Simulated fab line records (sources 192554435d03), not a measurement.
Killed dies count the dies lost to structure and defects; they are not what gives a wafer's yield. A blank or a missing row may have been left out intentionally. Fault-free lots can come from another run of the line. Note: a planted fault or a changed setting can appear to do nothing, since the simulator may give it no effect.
fab line records + flow n5-finfet
record:
- lots: 12
- wafers: 35
- last-day: 19
route steps=1938 shown BEOL_M13@1689 PASSIVATION@1936
lots untouched by any fault: they come from a run of this same line in which no faults occurred
start-h: hours from the record's opening day to when the first of the lot's shown wafers began + wait-h: hours since the lot's step before + " repeats the value in the row above + L1.1+2: one row covering several wafers at once + - no value present, or no start provided + * or withheld: withheld + < > ~ a bound
route shown NAME@n: NAME is a module with steps in the file, n the number in the route of the first one + usual: average and standard deviation across the fault-free wafers + same: alike in all rows + chamber/n: place in a boat + sites: per-site readings + _std_site: standard deviation across them + _edge_site: the outer-site mean with the inner-site mean subtracted + radius-mm: for every site, how far away it sits from the centre of the wafer + mask NAME#n: copy n + behind: the tool/chamber that last shaped the wafer + hold: cause of the lot's hold/its duration in hours/its outcome + device: the transistor (n, p or np) that didn't switch + end of line: the route-end tests of the same wafers + for a step that has no rows: nothing shown but its recipe + killed: at the first sort, the dies lost to defects and structure; wafer yield is something else + map: a wafer's dies, x killed, . not, _ none there
set.NAME: the setting as run; set.NAME@STEP: as run at that earlier step + model.NAME: the simulator's own value behind a step, which no gauge read
a sample of lots followed through the steps of the route, with each step as a table and each wafer as a row
services: a tool's chamber out of use, with start hour (start-h, from the record's first day; less than 0 if before it), hours out, and reason
== steps ==
step: N5_BEOL_M13_CD_MEAS_28
recipe:
- target-cd-nm: 209.5
- landing-energy-ev: 500
- detector: se-inlens
usual:
- cd-nm: 209.4/1.6
| lot.wafer | tool      | chamber | start-h | wait-h | cd-nm |
|-----------|-----------|---------|---------|--------|-------|
| L249.1    | cd-sem-02 | 0       | 256.46  | -      | 211.1 |
| L249.3    | "         | 0       | "       | "      | 212.3 |
| L249.5    | "         | 0       | "       | "      | 209.6 |
| L250.1    | cd-sem-02 | 0       | 268.20  | -      | 210.4 |
| L250.2    | "         | 0       | "       | "      | 208.8 |
| L250.6    | "         | 0       | "       | "      | 210.9 |
| L252.1    | cd-sem-01 | 0       | 269.38  | -      | 207.5 |
| L252.2    | "         | 0       | "       | "      | 206.4 |
| L252.6    | "         | 0       | "       | "      | 206.8 |
| L251.2    | cd-sem-03 | 0       | 271.54  | -      | 208.6 |
| L251.3    | "         | 0       | "       | "      | 207.8 |
| L251.4    | "         | 0       | "       | "      | 205.9 |
| L255.2    | cd-sem-01 | 0       | 275.76  | -      | 211.3 |
| L255.3    | "         | 0       | "       | "      | 209.7 |
| L255.5    | "         | 0       | "       | "      | 210.3 |
| L258.1    | cd-sem-01 | 0       | 309.53  | -      | 209.1 |
| L258.3    | "         | 0       | "       | "      | 211.1 |
| L258.6    | "         | 0       | "       | "      | 208.0 |
| L259.1    | cd-sem-01 | 0       | 313.96  | -      | 209.1 |
| L259.2    | "         | 0       | "       | "      | 209.5 |
| L259.6    | "         | 0       | "       | "      | 210.2 |
| L263.3    | cd-sem-02 | 0       | 340.54  | -      | 211.2 |
| L263.4    | "         | 0       | "       | "      | 210.2 |
| L263.6    | "         | 0       | "       | "      | 209.8 |
| L267.1    | cd-sem-02 | 0       | 361.63  | -      | 210.2 |
| L267.4    | "         | 0       | "       | "      | 210.5 |
| L267.5    | "         | 0       | "       | "      | 211.0 |
| L269.1    | cd-sem-02 | 0       | 386.02  | -      | 209.4 |
| L269.3    | "         | 0       | "       | "      | 211.5 |
| L269.4    | "         | 0       | "       | "      | 209.1 |
| L271.1    | cd-sem-01 | 0       | 392.93  | -      | 207.2 |
| L271.2    | "         | 0       | "       | "      | 209.0 |
| L271.5    | "         | 0       | "       | "      | 209.8 |
| L270.4    | cd-sem-01 | 0       | 414.94  | -      | 206.7 |
| L270.5    | "         | 0       | "       | "      | 208.9 |
step: N5_BEOL_M13_OVL_MEAS_29
recipe:
- points-per-wafer: 44
usual:
- M13_OVL: 0/5.8
| lot.wafer | tool       | chamber | start-h | wait-h | M13_OVL[nm] |
|-----------|------------|---------|---------|--------|-------------|
| L249.1    | overlay-02 | 0       | 256.49  | 0.0    | -1          |
| L249.3    | "          | 0       | "       | "      | 7           |
| L249.5    | "          | 0       | "       | "      | 1           |
| L250.1    | overlay-01 | 0       | 268.23  | 0.0    | -5          |
| L250.2    | "          | 0       | "       | "      | 1           |
| L250.6    | "          | 0       | "       | "      | -2          |
| L252.1    | overlay-01 | 0       | 269.41  | 0.0    | 6           |
| L252.2    | "          | 0       | "       | "      | -7          |
| L252.6    | "          | 0       | "       | "      | -2          |
| L251.2    | overlay-01 | 0       | 271.57  | 0.0    | -4          |
| L251.3    | "          | 0       | "       | "      | -3          |
| L251.4    | "          | 0       | "       | "      | -3          |
| L255.2    | overlay-01 | 0       | 275.79  | 0.0    | 8           |
| L255.3    | "          | 0       | "       | "      | -9          |
| L255.5    | "          | 0       | "       | "      | 1           |
| L258.1    | overlay-02 | 0       | 309.56  | 0.0    | -1          |
| L258.3    | "          | 0       | "       | "      | 3           |
| L258.6    | "          | 0       | "       | "      | 9           |
| L259.1    | overlay-02 | 0       | 313.99  | 0.0    | 0           |
| L259.2    | "          | 0       | "       | "      | 2           |
| L259.6    | "          | 0       | "       | "      | -1          |
| L263.3    | overlay-02 | 0       | 340.57  | 0.0    | 2           |
| L263.4    | "          | 0       | "       | "      | -1          |
| L263.6    | "          | 0       | "       | "      | -8          |
| L267.1    | overlay-01 | 0       | 361.66  | 0.0    | -7          |
| L267.4    | "          | 0       | "       | "      | 5           |
| L267.5    | "          | 0       | "       | "      | -1          |
| L269.1    | overlay-02 | 0       | 386.05  | 0.0    | -12         |
| L269.3    | "          | 0       | "       | "      | -11         |
| L269.4    | "          | 0       | "       | "      | -4          |
| L271.1    | overlay-01 | 0       | 392.96  | 0.0    | -1          |
| L271.2    | "          | 0       | "       | "      | 1           |
| L271.5    | "          | 0       | "       | "      | 4           |
| L270.4    | overlay-01 | 0       | 414.97  | 0.0    | 5           |
| L270.5    | "          | 0       | "       | "      | 11          |
step: N5_BEOL_M13_INSPECT_30
recipe:
- mode: adi
- inspect-instrument: macro
usual:
- raw-defect-count: 2.3/1.7
| lot.wafer | tool              | chamber | start-h | wait-h | raw-defect-count |
|-----------|-------------------|---------|---------|--------|------------------|
| L249.1    | defect-inspect-02 | -       | 256.51  | 0.0    | 0                |
| L249.3    | "                 | -       | "       | "      | 5                |
| L249.5    | "                 | -       | "       | "      | 1                |
| L250.1    | defect-inspect-01 | -       | 268.25  | 0.0    | 5                |
| L250.2    | "                 | -       | "       | "      | 1                |
| L250.6    | "                 | -       | "       | "      | 2                |
| L252.1    | defect-inspect-01 | -       | 269.43  | 0.0    | 4                |
| L252.2    | "                 | -       | "       | "      | 0                |
| L252.6    | "                 | -       | "       | "      | 2                |
| L251.2    | defect-inspect-01 | -       | 271.60  | 0.0    | 2                |
| L251.3    | "                 | -       | "       | "      | 1                |
| L251.4    | "                 | -       | "       | "      | 2                |
| L255.2    | defect-inspect-02 | -       | 275.81  | 0.0    | 2                |
| L255.3    | "                 | -       | "       | "      | 5                |
| L255.5    | "                 | -       | "       | "      | 0                |
| L258.1    | defect-inspect-01 | -       | 309.58  | 0.0    | 4                |
| L258.3    | "                 | -       | "       | "      | 3                |
| L258.6    | "                 | -       | "       | "      | 4                |
| L259.1    | defect-inspect-01 | -       | 314.02  | 0.0    | 2                |
| L259.2    | "                 | -       | "       | "      | 0                |
| L259.6    | "                 | -       | "       | "      | 3                |
| L263.3    | defect-inspect-02 | -       | 340.59  | 0.0    | 0                |
| L263.4    | "                 | -       | "       | "      | 1                |
| L263.6    | "                 | -       | "       | "      | 0                |
| L267.1    | defect-inspect-01 | -       | 361.68  | 0.0    | 0                |
| L267.4    | "                 | -       | "       | "      | 0                |
| L267.5    | "                 | -       | "       | "      | 0                |
| L269.1    | defect-inspect-01 | -       | 386.07  | 0.0    | 1                |
| L269.3    | "                 | -       | "       | "      | 2                |
| L269.4    | "                 | -       | "       | "      | 3                |
| L271.1    | defect-inspect-01 | -       | 392.98  | 0.0    | 2                |
| L271.2    | "                 | -       | "       | "      | 2                |
| L271.5    | "                 | -       | "       | "      | 3                |
| L270.4    | defect-inspect-01 | -       | 414.99  | 0.0    | 7                |
| L270.5    | "                 | -       | "       | "      | 2                |
step: N5_BEOL_M13_SPUTTER_43
recipe:
- material: TaN
- target-thk-a: 150
- temp-c: 50
- bias-v: 168.6
- power-w: 15000
- chamber-pressure-pa: 0.12
- time-s: 24.19
usual:
- susceptor-temp-C: 50.02/0.12
- throttle-valve-pct: 30.0/0.75
| lot.wafer | tool           | chamber | start-h | wait-h | susceptor-temp-C | throttle-valve-pct |
|-----------|----------------|---------|---------|--------|------------------|--------------------|
| L249.1    | pvd-sputter-02 | -       | 259.77  | 0.0    | 49.93            | 30.9               |
| L249.3    | "              | -       | "       | "      | 49.94            | 29.6               |
| L249.5    | "              | -       | "       | "      | 50.08            | 29.7               |
| L250.1    | pvd-sputter-02 | -       | 269.39  | 0.0    | 50.16            | 29.8               |
| L250.2    | "              | -       | "       | "      | 49.94            | 30.8               |
| L250.6    | "              | -       | "       | "      | 50.03            | 29.7               |
| L252.1    | pvd-sputter-02 | -       | 272.03  | 0.0    | 49.97            | 29.9               |
| L252.2    | "              | -       | "       | "      | 50.01            | 29.6               |
| L252.6    | "              | -       | "       | "      | 49.90            | 30.0               |
| L251.2    | pvd-sputter-03 | -       | 273.15  | 0.0    | 50.03            | 30.7               |
| L251.3    | "              | -       | "       | "      | 50.28            | 31.1               |
| L251.4    | "              | -       | "       | "      | 49.94            | 32.3               |
| L255.2    | pvd-sputter-02 | -       | 282.85  | 0.0    | 49.99            | 30.7               |
| L255.3    | "              | -       | "       | "      | 50.03            | 29.7               |
| L255.5    | "              | -       | "       | "      | 49.98            | 30.1               |
| L258.1    | pvd-sputter-02 | -       | 310.90  | 0.0    | 50.10            | 29.6               |
| L258.3    | "              | -       | "       | "      | 49.87            | 29.7               |
| L258.6    | "              | -       | "       | "      | 49.93            | 29.9               |
| L259.1    | pvd-sputter-02 | -       | 315.62  | 0.0    | 50.02            | 29.8               |
| L259.2    | "              | -       | "       | "      | 50.05            | 29.9               |
| L259.6    | "              | -       | "       | "      | 49.91            | 29.7               |
| L263.3    | pvd-sputter-01 | -       | 343.61  | 0.0    | 49.96            | 28.5               |
| L263.4    | "              | -       | "       | "      | 50.05            | 30.4               |
| L263.6    | "              | -       | "       | "      | 50.00            | 30.4               |
| L267.1    | pvd-sputter-03 | -       | 364.58  | 0.0    | 49.97            | 31.4               |
| L267.4    | "              | -       | "       | "      | 50.01            | 31.1               |
| L267.5    | "              | -       | "       | "      | 50.13            | 30.8               |
| L269.1    | pvd-sputter-01 | -       | 387.32  | 0.0    | 50.10            | 30.4               |
| L269.3    | "              | -       | "       | "      | 50.06            | 30.2               |
| L269.4    | "              | -       | "       | "      | 50.01            | 29.3               |
| L271.1    | pvd-sputter-01 | -       | 394.77  | 0.0    | 49.91            | 29.3               |
| L271.2    | "              | -       | "       | "      | 50.11            | 28.3               |
| L271.5    | "              | -       | "       | "      | 49.84            | 30.1               |
| L270.4    | pvd-sputter-02 | -       | 419.10  | 0.0    | 50.03            | 29.7               |
| L270.5    | "              | -       | "       | "      | 50.00            | 30.8               |
step: N5_BEOL_M13_CMP_49
recipe:
- stop-on: SiOC
- t-overpolish-s: 17.1
- down-force-psi: 1
- platen-rpm: 50
- clearing-platen-down-force-psi: 1.5
- clearing-platen-rpm: 50
- post-cmp-clean: cu-alkaline
- target-thk-nm: 420
- clearing-platen-pad-velocity-m-s: 0.99484
- pad-velocity-m-s: 0.99484
usual:
- barrier-field-endpoint-s: 30.5/0.77
- motor-current-A: 6.1/0.6
| lot.wafer | tool   | chamber | start-h | wait-h | barrier-field-endpoint-s | motor-current-A |
|-----------|--------|---------|---------|--------|--------------------------|-----------------|
| L249.1    | cmp-02 | 0       | 260.58  | 0.3    | 29.4                     | 5.8             |
| L249.3    | "      | 1       | "       | "      | 31.3                     | 6.9             |
| L249.5    | "      | 3       | "       | "      | 31.1                     | 5.3             |
| L250.2    | cmp-03 | 1       | 270.12  | 0.2    | 30.5                     | 7.1             |
| L250.1    | "      | 0       | "       | "      | 29.6                     | 5.5             |
| L250.6    | "      | 1       | "       | "      | 31.2                     | 7.1             |
| L252.2    | cmp-04 | 3       | 272.77  | 0.2    | 29.3                     | 6.6             |
| L252.1    | "      | 2       | "       | "      | 30.3                     | 5.7             |
| L252.6    | "      | 0       | "       | "      | 30.4                     | 6.0             |
| L251.3    | cmp-04 | 3       | 274.18  | 0.2    | 29.8                     | 6.4             |
| L251.4    | "      | 0       | "       | "      | 30.8                     | 6.1             |
| L251.2    | "      | 2       | "       | "      | 30.1                     | 5.8             |
| L255.3    | cmp-03 | 0       | 284.20  | 0.2    | 29.9                     | 5.3             |
| L255.2    | "      | 1       | "       | "      | 31.1                     | 6.9             |
| L255.5    | "      | 2       | "       | "      | 30.6                     | 6.3             |
| L258.1    | cmp-04 | 1       | 311.85  | 0.3    | 37.6                     | 5.7             |
| L258.3    | "      | 3       | "       | "      | 35.8                     | 6.6             |
| L258.6    | "      | 0       | "       | "      | 37.0                     | 6.2             |
| L259.1    | cmp-04 | 1       | 316.42  | 0.3    | 36.1                     | 5.6             |
| L259.2    | "      | 2       | "       | "      | 35.5                     | 5.8             |
| L259.6    | "      | 1       | "       | "      | 35.3                     | 6.0             |
| L263.4    | cmp-03 | 2       | 344.36  | 0.1    | 30.6                     | 6.6             |
| L263.3    | "      | 1       | "       | "      | 30.6                     | 6.8             |
| L263.6    | "      | 2       | "       | "      | 31.0                     | 6.6             |
| L267.4    | cmp-04 | 0       | 365.37  | 0.2    | 31.0                     | 5.7             |
| L267.1    | "      | 1       | "       | "      | 30.8                     | 6.3             |
| L267.5    | "      | 3       | "       | "      | 30.0                     | 6.3             |
| L269.1    | cmp-02 | 1       | 388.06  | 0.3    | 30.9                     | 6.6             |
| L269.3    | "      | 3       | "       | "      | 31.5                     | 5.5             |
| L269.4    | "      | 0       | "       | "      | 29.4                     | 6.0             |
| L271.2    | cmp-02 | 2       | 395.54  | 0.2    | 32.2                     | 6.4             |
| L271.1    | "      | 3       | "       | "      | 31.9                     | 5.1             |
| L271.5    | "      | 1       | "       | "      | 32.0                     | 6.9             |
| L270.4    | cmp-03 | 1       | 419.91  | 0.2    | 29.1                     | 6.9             |
| L270.5    | "      | 3       | "       | "      | 29.9                     | 5.4             |
step: N5_PASSIVATION_PROBE_49
usual:
- defect-limited-yield: 91.5/1.7
- killed_at_M0_to_M3: 33/11
- killed_at_M4_up: 13/5.2
- killed-at-contacts: 11/5.7
- killed-at-front-end: 39/11
- killed-at-other: 4/3
- killed-dies: 101/20
- killed-open: 66/15
- killed-short: 33/8.4
- sort_bin_4_leakage: 0.01/0.073
- sort_bin_5_function: 5.0/1.1
- sort_bin_6_memory: 3.2/0.69
- sort_bin_8_speed: 0.1/0.52
- sort-n-pass: 1078/20
- sort-yield-pct: 91.4/1.7
same:
- gross-dies: 1180
- killed-at-back-side: 0
| lot.wafer | tool      | chamber | start-h | wait-h | defect-limited-yield[%] | killed_at_M0_to_M3 | killed_at_M4_up | killed-at-contacts | killed-at-front-end | killed-at-other | killed-dies | killed-open | killed-short | sort_bin_4_leakage[%] | sort_bin_5_function[%] | sort_bin_6_memory[%] | sort_bin_8_speed[%] | sort-n-pass | sort-yield-pct[%] |
|-----------|-----------|---------|---------|--------|-------------------------|--------------------|-----------------|--------------------|---------------------|-----------------|-------------|-------------|--------------|-----------------------|------------------------|----------------------|---------------------|-------------|-------------------|
| L251.2    | prober-01 | -       | 308.13  | 0.1    | 91.4                    | 26                 | 19              | 13                 | 35                  | 9               | 102         | 67          | 35           | 0                     | 5.0                    | 3.6                  | 0                   | 1078        | 91.4              |
| L251.3    | prober-01 | -       | 308.18  | 0.1    | 92.5                    | 28                 | 7               | 11                 | 31                  | 12              | 89          | 38          | 49           | 0                     | 4.1                    | 3.1                  | 0                   | 1091        | 92.5              |
| L251.4    | prober-01 | -       | 308.23  | 0.2    | 90.9                    | 23                 | 15              | 19                 | 41                  | 9               | 107         | 65          | 39           | 0                     | 5.0                    | 3.5                  | 0                   | 1073        | 90.9              |
killed by level:class
L251.2 BEOL_M0_SAQP:geometric-particle:short=13 MOL_CONTACT_COAG:geometric-particle:open=12 STI_FIN_REVEAL:geometric-particle:open=11 BEOL_M4:geometric-particle:open=8 BEOL_M2:geometric-particle:open=6 DUMMY_GATE:geometric-particle:open=5 ILD0:geometric-particle:open=4 BEOL_M4:geometric-particle:short=4
L251.3 FIN_SAQP:geometric-particle:short=11 MOL_CONTACT_COAG:geometric-particle:open=6 BEOL_M0_SAQP:geometric-particle:short=6 PASS1_CAP:geometric-particle:short=6 BEOL_M0_SAQP:geometric-particle:open=5 FIN_SAQP:geometric-particle:open=4 GATE_CUT:geometric-particle:short=4 MOL_CONTACT_COAG:geometric-particle:short=4
L251.4 MOL_CONTACT_COAG:geometric-particle:open=13 FIN_SAQP:geometric-particle:short=11 BEOL_M3:geometric-particle:open=9 FIN_SAQP:geometric-particle:open=7 BEOL_M4:geometric-particle:open=7 ILD0:geometric-particle:open=5 MOL_CONTACT_COAG:geometric-particle:short=4 BEOL_M0_SAQP:geometric-particle:open=4
== services ==
| tool           | chamber | start-h | hours | kind                           |
|----------------|---------|---------|-------|--------------------------------|
| cmp-03         | -       | 237.91  | 4.0   | pm                             |
| cmp-03         | -       | 241.91  | -     | consumable-replace:conditioner |
| cmp-03         | -       | 241.91  | -     | consumable-replace:pad         |
| cmp-02         | -       | 258.41  | 2.0   | repair                         |
| cmp-03         | -       | 261.62  | 0.7   | repair                         |
| cmp-02         | -       | 262.26  | 0.8   | repair                         |
| cmp-03         | -       | 272.80  | 6.5   | pm                             |
| cmp-04         | -       | 276.78  | 0.6   | repair                         |
| cmp-03         | -       | 286.88  | 18.2  | pm                             |
| cmp-04         | -       | 296.31  | 1.8   | repair                         |
| cmp-02         | -       | 325.52  | 3.7   | pm                             |
| cmp-04         | -       | 341.81  | 5.5   | pm                             |
| pvd-sputter-01 | -       | 354.49  | 2.5   | repair                         |
| cmp-04         | -       | 383.28  | 0.5   | repair                         |
| cmp-04         | -       | 404.16  | 0.8   | repair                         |
| cmp-02         | -       | 416.83  | 6.1   | pm                             |
== key ==
first-sign:
- step: N5_BEOL_M13_CMP_49
- reading: barrier-field-endpoint-s
- direction: up
- sigmas: 7.5
- usual: 30.5
- struck: 36.2
effect none on later readings
met-at N5_BEOL_M13_SPUTTER_43
struck-lots L258,L259
not-acting-at N5_BEOL_M13_CD_MEAS_28,N5_BEOL_M13_OVL_MEAS_29,N5_BEOL_M13_INSPECT_30
onset-between 282.85 310.90
fault:
- kind: process-parameter-drift
- tool: pvd-sputter-02
- chamber: -
- onset-h: 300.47
- steps: N5_BEOL_M13_SPUTTER_43
- channel: time-s
- offset: *
- shape: step
- end-h: 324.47
- acts-in: *
- stated: *
